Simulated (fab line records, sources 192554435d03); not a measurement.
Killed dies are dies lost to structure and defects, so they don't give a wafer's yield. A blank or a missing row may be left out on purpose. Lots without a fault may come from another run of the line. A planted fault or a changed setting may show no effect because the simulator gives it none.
fab line records | flow n5_finfet | part 1 of 2: steps 1 to 22 of 28
record lots=5 wafers=15 last_day=17
route steps=1938 shown BEOL_M6@1216
lots that met no fault: from a run of the same line without faults
start_h: hours from the record's first day to the start of the lot's first wafer shown | wait_h: hours since the lot's step before | " the same as in the row above | L1.1+2: a row that stands for several wafers | - no value, or no start given | * or withheld: withheld | < > ~ a bound
route shown NAME@n: a module of which the file shows steps, and the number in the route of the first | usual: mean/standard deviation of fault-free wafers | same: alike in all rows | chamber/n: place in a boat | sites: the reading at each site | _std_site: their standard deviation | _edge_site: outer sites' mean less inner sites' | radius_mm: how far each site lies from the wafer's centre | mask NAME#n: copy n | behind: the tool/chamber that last shaped the wafer | hold: why the lot was held/for how many hours/how that ended | device: the transistor (n, p or np) that didn't switch | end of line: the same wafers' tests at the end of the route | a step without rows: its recipe alone | killed: dies lost to structure and defects at the first sort, not the wafer's yield | map: a wafer's dies, x killed, . not, _ none there
set.NAME: the setting as run; set.NAME@STEP: as run at that earlier step | model.NAME: the simulator's own value behind a step, which no gauge read
lots at some steps of the route; a table a step, a row a wafer
services: from which hour (start_h, from the record's first day; less than 0 if before it) a tool's chamber was out of use, for how many hours, and why
## steps
# step N5_BEOL_M6_STRIP_19
# recipe chemistry=O2 power_w=400 temp_c=40 pressure_mtorr=30 rf_frequency_hz=6e+07 bias_power_w=0 overash_fraction=0.2 o2_flow_sccm=225
# usual chamber_pressure_mTorr=30.00/0.036 drypump_motor_current_A=5.9/0.43 oes_product_au=0.79/0.099 rf_vpp_V=3.6/0.57 showerhead_plenum_p_Torr=2.10/0.053 throttle_valve_pct=16.71/0.23
# same bias_power_w=0
# columns lot.wafer tool chamber start_h wait_h chamber_pressure_mTorr drypump_motor_current_A oes_product_au rf_hours_counter_h rf_vpp_V showerhead_plenum_p_Torr throttle_valve_pct
L074.2 rie_diel-04 1 170.99 0.2 30.01 5.7 0.77 136 3.5 2.18 16.87
L074.4 " 2 " " 30.00 5.1 0.73 - 3.6 2.07 16.93
L074.6 " 1 " " 29.98 5.7 0.78 - 3.4 2.18 16.86
L078.4 rie_diel-03 2 204.22 0.1 30.00 5.8 0.70 193 3.3 2.08 16.88
L078.5 " 3 " " 29.98 6.1 0.69 - 3.7 2.06 16.80
L078.6 " 2 " " 29.91 5.8 0.70 - 3.4 2.08 16.86
L092.2 rie_diel-03 0 294.59 0.1 29.98 5.5 0.95 14 3.4 2.14 16.26
L092.3 " 3 " " 29.95 6.2 0.94 23 3.6 2.05 16.38
L092.6 " 2 " " 30.00 5.8 0.68 - 3.4 2.07 16.93
L093.3 rie_diel-03 0 303.01 0.1 29.98 5.5 0.95 17 3.5 2.14 16.27
L093.4 " 2 " " 30.05 5.8 0.68 230 3.7 2.07 16.98
L093.6 " 2 " " 30.01 5.8 0.67 - 3.6 2.07 16.93
L094.1 rie_diel-04 0 303.15 0.1 29.99 5.4 0.93 13 2.8 2.06 16.30
L094.4 " 3 " " 29.98 6.0 0.88 44 3.3 2.05 16.42
L094.6 " 1 " " 29.96 5.7 0.74 - 2.8 2.17 16.95
# step N5_BEOL_M6_CD_MEAS_18
# recipe pitch_nm=80 target_cd_nm=40
# usual cd_nm=40.0/0.45
# columns lot.wafer tool chamber start_h wait_h cd_nm
L074.2 cd_sem-03 - 171.06 0.1 40.1
L074.4 " - " " 40.4
L074.6 " - " " 40.4
L078.4 cd_sem-03 - 204.29 0.1 39.6
L078.5 " - " " 40.3
L078.6 " - " " 39.5
L092.2 cd_sem-02 - 294.67 0.1 39.7
L092.3 " - " " 39.9
L092.6 " - " " 40.6
L093.3 cd_sem-02 - 303.08 0.1 39.7
L093.4 " - " " 39.2
L093.6 " - " " 39.3
L094.1 cd_sem-02 - 303.22 0.0 40.3
L094.4 " - " " 39.7
L094.6 " - " " 40.5
# step N5_BEOL_M6_COAT_63
# recipe resist=SOC temp_c=250 time_s=60 spin_rpm=1500 resist_thk_nm=60
# same time_s=60
# columns lot.wafer tool chamber start_h wait_h
L074.2+4+6 litho_track-05 0 171.10 0.0
L078.4+5+6 litho_track-05 0 204.50 0.2
L092.2+3+6 litho_track-05 0 300.79 6.1
L093.3+4+6 litho_track-01 0 304.19 1.1
L094.1+4+6 litho_track-01 0 304.28 1.1
# step N5_BEOL_M6_COAT_64
# recipe resist=SiARC temp_c=220 time_s=60 spin_rpm=1500 resist_thk_nm=12
# same time_s=60
# columns lot.wafer tool chamber start_h wait_h
L074.2+4+6 litho_track-05 0 - -
L078.4+5+6 litho_track-05 0 - -
L092.2+3+6 litho_track-05 0 - -
L093.3+4+6 litho_track-01 0 - -
L094.1+4+6 litho_track-01 0 - -
# step N5_BEOL_M6_COAT_71
# recipe resist=underlayer temp_c=205 time_s=60 spin_rpm=1500 resist_thk_nm=5
# same time_s=60
# columns lot.wafer tool chamber start_h wait_h
L074.2+4+6 litho_track-05 0 - -
L078.4+5+6 litho_track-05 0 - -
L092.2+3+6 litho_track-05 0 - -
L093.3+4+6 litho_track-01 0 - -
L094.1+4+6 litho_track-01 0 - -
# step N5_BEOL_M6_COAT_22
# recipe resist=CAR-EUV spin_rpm=1500 resist_thk_nm=30
# columns lot.wafer tool chamber start_h wait_h
L074.2+4+6 litho_track-05 0 - -
L078.4+5+6 litho_track-05 0 - -
L092.2+3+6 litho_track-05 0 - -
L093.3+4+6 litho_track-01 0 - -
L094.1+4+6 litho_track-01 0 - -
# step N5_BEOL_M6_EBR_24
# recipe solvent=PGMEA ebr_width_mm=1.5
# columns lot.wafer tool chamber start_h wait_h
L074.2+4+6 litho_track-05 0 - -
L078.4+5+6 litho_track-05 0 - -
L092.2+3+6 litho_track-05 0 - -
L093.3+4+6 litho_track-01 0 - -
L094.1+4+6 litho_track-01 0 - -
# step N5_BEOL_M6_SOFTBAKE_23
# recipe temp_c=110 time_s=60 resist=CAR-EUV
# same time_s=60
# columns lot.wafer tool chamber start_h wait_h
L074.2+4+6 litho_track-05 0 - -
L078.4+5+6 litho_track-05 0 - -
L092.2+3+6 litho_track-05 0 - -
L093.3+4+6 litho_track-01 0 - -
L094.1+4+6 litho_track-01 0 - -
# step N5_BEOL_M6_EXPOSE_25
# recipe mask_id=V5 na=0.33 source_shape=annular sigma_inner=0.4 sigma_outer=0.8 polarization=unpolarized target_cd_nm=40 dose_mj=45
# columns lot.wafer tool chamber start_h wait_h mask
L074.2+4+6 euv_scanner-02 0 171.24 - V5#0
L078.4+5+6 euv_scanner-01 0 204.66 - V5#0
L092.2+3+6 euv_scanner-02 0 301.19 - V5#0
L093.3+4+6 euv_scanner-02 0 304.34 - V5#0
L094.1+4+6 euv_scanner-02 0 304.42 - V5#0
# step N5_BEOL_M6_PEB_26
# recipe peb_temp_c=100 peb_time_s=60 resist=CAR-EUV
# columns lot.wafer tool chamber start_h wait_h
L074.2+4+6 litho_track-01 0 171.30 0.1
L078.4+5+6 litho_track-02 0 204.70 0.0
L092.2+3+6 litho_track-01 0 301.25 0.1
L093.3+4+6 litho_track-05 0 304.40 0.0
L094.1+4+6 litho_track-02 0 304.49 0.1
# step N5_BEOL_M6_DEVELOP_27
# recipe develop_time_s=30 developer=TMAH resist=CAR-EUV rinse_liquid=surfactant_rinse dry=air_spin dev_temp_c=23
# columns lot.wafer tool chamber start_h wait_h
L074.2+4+6 litho_track-01 0 - -
L078.4+5+6 litho_track-02 0 - -
L092.2+3+6 litho_track-01 0 - -
L093.3+4+6 litho_track-05 0 - -
L094.1+4+6 litho_track-02 0 - -
# step N5_BEOL_M6_CD_MEAS_28
# recipe target_cd_nm=40 landing_energy_ev=500 detector=se_inlens
# usual cd_nm=40.02/0.22
# columns lot.wafer tool chamber start_h wait_h cd_nm
L074.2 cd_sem-01 0 171.37 - 40.05
L074.4 " 0 " " 40.04
L074.6 " 0 " " 39.90
L078.4 cd_sem-01 0 204.77 - 40.08
L078.5 " 0 " " 39.84
L078.6 " 0 " " 39.81
L092.2 cd_sem-02 0 301.32 - 40.04
L092.3 " 0 " " 40.07
L092.6 " 0 " " 40.19
L093.3 cd_sem-03 0 304.47 - 40.05
L093.4 " 0 " " 39.68
L093.6 " 0 " " 39.65
L094.1 cd_sem-01 0 304.55 - 39.71
L094.4 " 0 " " 39.73
L094.6 " 0 " " 39.94
# step N5_BEOL_M6_OVL_MEAS_29
# recipe points_per_wafer=522
# usual V5_OVL=0.2/0.77
# same points_per_wafer=522
# columns lot.wafer tool chamber start_h wait_h V5_OVL[nm]
L074.2 overlay-01 0 171.40 0.0 -1.5
L074.4 " 0 " " 0.3
L074.6 " 0 " " 0.4
L078.4 overlay-02 0 204.82 0.0 -0.4
L078.5 " 0 " " 0.5
L078.6 " 0 " " -0.2
L092.2 overlay-02 0 301.35 0.0 0.4
L092.3 " 0 " " 1.0
L092.6 " 0 " " 0.3
L093.3 overlay-01 0 304.51 0.0 -1.3
L093.4 " 0 " " -1.1
L093.6 " 0 " " -1.2
L094.1 overlay-02 0 304.58 0.0 0.0
L094.4 " 0 " " -0.5
L094.6 " 0 " " -0.1
# step N5_BEOL_M6_INSPECT_30
# recipe mode=adi inspect_instrument=brightfield
# usual raw_defect_count=421/97
# columns lot.wafer tool chamber start_h wait_h raw_defect_count
L074.2 defect_inspect-01 - 171.46 0.0 382
L074.4 " - " " 331
L074.6 " - " " 471
L078.4 defect_inspect-02 - 204.86 0.0 309
L078.5 " - " " 292
L078.6 " - " " 347
L092.2 defect_inspect-01 - 301.40 0.0 472
L092.3 " - " " 490
L092.6 " - " " 399
L093.3 defect_inspect-02 - 304.55 0.0 416
L093.4 " - " " 494
L093.6 " - " " 329
L094.1 defect_inspect-01 - 304.64 0.1 335
L094.4 " - " " 409
L094.6 " - " " 345
# step N5_BEOL_M6_DESCUM_33
# recipe chemistry=O2 time_s=7 source_power_w=50 bias_power_w=20 pressure_mtorr=20 rf_frequency_hz=2.712e+07 temp_c=40 resist=CAR-EUV o2_flow_sccm=225
# usual bias_power_w=20.01/0.066 chamber_pressure_mTorr=19.999/0.016 drypump_motor_current_A=5.9/0.4 oes_product_au=0.80/0.1 rf_vpp_V=243.3/1.2 showerhead_plenum_p_Torr=2.10/0.053 throttle_valve_pct=20.44/0.22
# same time_s=7
# columns lot.wafer tool chamber start_h wait_h bias_power_w chamber_pressure_mTorr drypump_motor_current_A oes_product_au rf_hours_counter_h rf_vpp_V showerhead_plenum_p_Torr throttle_valve_pct
L074.2 rie_diel-01 0 171.70 0.2 20.06 20.012 6.4 0.89 28 245.7 2.22 20.45
L074.4 " 2 " " 20.06 20.022 5.9 0.76 143 243.0 2.09 20.24
L074.6 " 3 " " 20.04 20.012 6.1 0.86 - 245.3 2.13 20.53
L078.4 rie_diel-01 1 204.89 0.0 19.98 20.003 6.6 0.72 209 243.6 2.06 20.62
L078.5 " 0 " " 20.05 19.993 6.5 0.86 - 245.7 2.21 20.48
L078.6 " 1 " " 20.04 19.996 6.6 0.71 - 243.9 2.06 20.61
L092.2 rie_diel-01 1 302.13 0.7 19.91 20.017 6.7 0.69 236 241.6 2.05 20.67
L092.3 " 0 " " 19.91 19.987 6.4 0.82 75 241.9 2.20 20.53
L092.6 " 2 " " 19.97 19.970 5.9 0.72 - 243.0 2.08 20.31
L093.3 rie_diel-01 1 304.59 0.0 20.03 20.011 6.6 0.69 237 242.6 2.05 20.66
L093.4 " 0 " " 20.02 20.016 6.5 0.82 76 244.0 2.20 20.54
L093.6 " 0 " " 19.95 20.020 6.5 0.82 - 245.4 2.20 20.51
L094.1 rie_diel-03 1 304.77 0.1 20.07 20.007 6.0 0.89 27 242.9 2.05 20.38
L094.4 " 2 " " 20.11 19.984 5.8 0.67 230 242.6 2.06 20.67
L094.6 " 1 " " 20.07 20.016 6.0 0.89 - 242.1 2.05 20.40
# step N5_BEOL_M6_ETCH_72
# recipe chemistry=N2/H2 target=underlayer target_depth_a=65 mask_material=CAR-EUV time_s=5.2 ion_energy_ev=200 pressure_mtorr=30 source_w=840 bias_w=150 n2_flow_sccm=200 h2_flow_sccm=200 ends=cleared
# usual chamber_pressure_mTorr=30.00/0.044 drypump_motor_current_A=5.9/0.4 etch_rf_on_time_s=5.23/0.086 oes_product_au=0.68/0.09 rf_vpp_V=524.3/2.1 showerhead_plenum_p_Torr=2.55/0.066 throttle_valve_pct=17.93/0.24
# columns lot.wafer tool chamber start_h wait_h chamber_pressure_mTorr drypump_motor_current_A etch_rf_on_time_s oes_product_au rf_hours_counter_h rf_vpp_V showerhead_plenum_p_Torr throttle_valve_pct
L074.2 rie_diel-01 0 171.73 0.0 29.97 6.5 5.21 0.76 28 527.8 2.70 17.90
L074.4 " 2 " " 30.05 5.9 5.27 0.64 143 526.1 2.55 17.75
L074.6 " 3 " " 29.95 6.1 5.16 0.74 - 524.3 2.58 17.94
L078.4 rie_diel-01 1 204.93 0.0 30.03 6.6 5.10 0.62 209 523.5 2.52 18.22
L078.5 " 0 " " 29.97 6.5 5.18 0.73 - 527.5 2.69 17.90
L078.6 " 1 " " 30.03 6.6 5.17 0.60 - 524.0 2.52 18.22
L092.2 rie_diel-01 1 302.16 0.0 29.94 6.6 5.10 0.61 236 523.7 2.51 18.26
L092.3 " 0 " " 29.98 6.5 5.21 0.70 75 527.3 2.68 17.96
L092.6 " 2 " " 30.07 5.9 5.23 0.61 - 522.0 2.53 17.87
L093.3 rie_diel-01 1 304.62 0.0 29.99 6.6 5.18 0.60 237 525.3 2.51 18.28
L093.4 " 0 " " 30.03 6.5 5.25 0.69 76 525.5 2.68 17.96
L093.6 " 0 " " 29.95 6.4 5.25 0.70 - 528.9 2.68 17.95
L094.1 rie_diel-03 1 304.81 0.0 29.95 6.0 5.14 0.77 27 524.5 2.49 17.92
L094.4 " 2 " " 29.93 5.8 5.45 0.57 230 522.8 2.52 18.10
L094.6 " 1 " " 29.93 6.0 5.21 0.76 - 520.7 2.49 17.91
# step N5_BEOL_M6_ETCH_65
# recipe chemistry=CF4 target=SiARC target_depth_a=156 mask_material=CAR-EUV time_s=26 ion_energy_ev=80 pressure_mtorr=40 source_w=545 bias_w=36 Ar_flow_sccm=100 cf4_flow_sccm=100 ends=cleared
# usual chamber_pressure_mTorr=40.00/0.04 drypump_motor_current_A=5.9/0.4 etch_rf_on_time_s=26.0/0.41 oes_product_au=0.68/0.089 rf_vpp_V=184.0/0.97 showerhead_plenum_p_Torr=2.15/0.053 throttle_valve_pct=15.65/0.25
# columns lot.wafer tool chamber start_h wait_h chamber_pressure_mTorr drypump_motor_current_A etch_rf_on_time_s oes_product_au rf_hours_counter_h rf_vpp_V showerhead_plenum_p_Torr throttle_valve_pct
L074.2 rie_diel-01 0 171.75 0.0 39.98 6.4 26.2 0.75 28 185.3 2.27 15.64
L074.4 " 2 " " 40.04 5.9 26.3 0.64 143 184.1 2.15 15.48
L074.6 " 3 " " 39.95 6.1 25.7 0.74 - 183.0 2.18 15.65
L078.4 rie_diel-01 1 204.94 0.0 40.03 6.6 25.7 0.61 209 183.6 2.12 15.91
L078.5 " 0 " " 39.97 6.5 25.9 0.74 - 185.8 2.27 15.67
L078.6 " 1 " " 40.05 6.6 25.7 0.62 - 183.1 2.12 15.91
L092.2 rie_diel-01 1 302.18 0.0 40.01 6.6 26.1 0.60 236 183.3 2.11 15.98
L092.3 " 0 " " 40.01 6.5 26.3 0.69 75 185.5 2.26 15.75
L092.6 " 2 " " 39.99 5.9 26.5 0.61 - 184.3 2.13 15.57
L093.3 rie_diel-01 1 304.64 0.0 40.03 6.7 26.0 0.60 237 184.9 2.11 15.99
L093.4 " 0 " " 40.00 6.5 26.3 0.70 76 184.7 2.25 15.76
L093.6 " 0 " " 39.99 6.5 26.3 0.69 - 184.9 2.25 15.74
L094.1 rie_diel-03 1 304.82 0.0 39.95 6.0 25.9 0.77 27 182.3 2.10 15.54
L094.4 " 2 " " 39.92 5.8 26.8 0.57 230 184.6 2.11 15.88
L094.6 " 1 " " 40.04 6.0 25.8 0.77 - 183.0 2.10 15.52
# step N5_BEOL_M6_ETCH_66
# recipe chemistry=N2/H2 target=SOC target_depth_a=800 overetch_a=160 mask_material=SiARC temp_c=40 time_s=120 ion_energy_ev=200 pressure_mtorr=30 source_w=840 bias_w=150 n2_flow_sccm=200 h2_flow_sccm=200
# usual chamber_pressure_mTorr=29.999/0.027 drypump_motor_current_A=5.9/0.4 oes_product_au=0.61/0.076 rf_vpp_V=524.2/2 showerhead_plenum_p_Torr=2.55/0.066 throttle_valve_pct=17.89/0.24
# same time_s=120
# columns lot.wafer tool chamber start_h wait_h chamber_pressure_mTorr drypump_motor_current_A oes_product_au rf_hours_counter_h rf_vpp_V showerhead_plenum_p_Torr throttle_valve_pct
L074.2 rie_diel-01 0 171.78 0.0 30.030 6.4 0.68 28 528.3 2.70 17.85
L074.4 " 2 " " 29.965 5.9 0.58 143 524.6 2.55 17.75
L074.6 " 3 " " 29.983 6.1 0.65 - 526.8 2.58 17.89
L078.4 rie_diel-01 1 204.97 0.0 29.962 6.6 0.55 209 523.0 2.52 18.18
L078.5 " 0 " " 29.988 6.5 0.66 - 527.9 2.69 17.88
L078.6 " 1 " " 30.006 6.6 0.55 - 523.0 2.52 18.18
L092.2 rie_diel-01 1 302.21 0.0 29.973 6.6 0.53 236 521.8 2.51 18.23
L092.3 " 0 " " 29.987 6.5 0.62 75 526.8 2.68 17.92
L092.6 " 2 " " 30.030 5.9 0.55 - 523.7 2.53 17.83
L093.3 rie_diel-01 1 304.67 0.0 29.984 6.6 0.54 237 522.1 2.51 18.23
L093.4 " 0 " " 29.976 6.5 0.62 76 526.9 2.68 17.93
L093.6 " 0 " " 29.979 6.5 0.63 - 528.3 2.68 17.93
L094.1 rie_diel-03 1 304.85 0.0 29.968 6.0 0.67 27 522.3 2.49 17.86
L094.4 " 2 " " 30.002 5.8 0.52 230 522.7 2.52 18.06
L094.6 " 1 " " 30.029 6.0 0.68 - 522.4 2.49 17.85
# step N5_BEOL_M6_STRIP_69
# recipe chemistry=N2/H2 temp_c=40 n2_flow_sccm=200 h2_flow_sccm=200 rf_frequency_hz=6e+07
# columns lot.wafer tool chamber start_h wait_h
L074.2+4+6 rie_diel-01 0,2,3 171.86 0.0
L078.4+5+6 rie_diel-01 1,0,1 205.05 0.0
L092.2+3+6 rie_diel-01 1,0,2 302.29 0.0
L093.3+4+6 rie_diel-01 1,0,0 304.75 0.0
L094.1+4+6 rie_diel-03 1,2,1 304.93 0.0
# step N5_BEOL_M6_STRIP_73
# recipe chemistry=N2/H2 temp_c=40 n2_flow_sccm=200 h2_flow_sccm=200 rf_frequency_hz=6e+07
# columns lot.wafer tool chamber start_h wait_h
L074.2+4+6 rie_diel-01 0,2,3 171.87 0.0
L078.4+5+6 rie_diel-01 1,0,1 205.06 0.0
L092.2+3+6 rie_diel-01 1,0,2 302.30 0.0
L093.3+4+6 rie_diel-01 1,0,0 304.76 0.0
L094.1+4+6 rie_diel-03 1,2,1 304.94 0.0
# step N5_BEOL_M6_VIA_ETCH_34
# recipe chemistry=C4F6/O2 target=SiCOH_lowk target_depth_a=1263 mask_material=SOC taper_deg=4 time_s=50.9 ion_energy_ev=250 pressure_mtorr=30 source_w=345 bias_w=185 Ar_flow_sccm=300 C4F6_flow_sccm=10 O2_flow_sccm=10
# usual chamber_pressure_mTorr=30.002/0.028 drypump_motor_current_A=5.9/0.4 oes_product_au=0.80/0.1 rf_vpp_V=665/7.5 showerhead_plenum_p_Torr=2.85/0.071 throttle_valve_pct=20.93/0.23
# same time_s=50.9
# columns lot.wafer tool chamber start_h wait_h chamber_pressure_mTorr drypump_motor_current_A oes_product_au rf_hours_counter_h rf_vpp_V showerhead_plenum_p_Torr throttle_valve_pct
L074.2 rie_diel-01 0 171.88 0.0 29.989 6.5 0.89 28 680 3.02 20.99
L074.4 " 2 " " 29.966 5.9 0.76 143 670 2.86 20.78
L074.6 " 3 " " 30.033 6.1 0.86 - 662 2.89 20.99
L078.4 rie_diel-01 1 205.07 0.0 30.001 6.6 0.72 209 665 2.82 21.18
L078.5 " 0 " " 30.057 6.5 0.87 - 680 3.01 21.01
L078.6 " 1 " " 30.043 6.6 0.72 - 666 2.82 21.17
L092.2 rie_diel-01 1 302.31 0.0 30.046 6.6 0.70 236 664 2.81 21.22
L092.3 " 0 " " 30.041 6.4 0.82 75 679 3.00 21.07
L092.6 " 2 " " 29.985 5.9 0.71 - 669 2.84 20.85
L093.3 rie_diel-01 1 304.77 0.0 29.988 6.6 0.70 237 664 2.81 21.23
L093.4 " 0 " " 30.039 6.5 0.82 76 678 2.99 21.07
L093.6 " 0 " " 30.003 6.5 0.82 - 678 3.00 21.05
L094.1 rie_diel-03 1 304.95 0.0 29.983 6.0 0.89 27 668 2.79 20.88
L094.4 " 2 " " 30.034 5.9 0.67 230 664 2.80 21.07
L094.6 " 1 " " 29.998 6.0 0.89 - 667 2.79 20.88
# step N5_BEOL_M6_STRIP_76
# recipe chemistry=C4F6/O2 resist=SiARC rf_frequency_hz=6e+07
# columns lot.wafer tool chamber start_h wait_h
L074.2+4+6 rie_diel-01 0,2,3 171.92 0.0
L078.4+5+6 rie_diel-01 1,0,1 205.11 0.0
L092.2+3+6 rie_diel-01 1,0,2 302.35 0.0
L093.3+4+6 rie_diel-01 1,0,0 304.81 0.0
L094.1+4+6 rie_diel-03 1,2,1 305.00 0.0
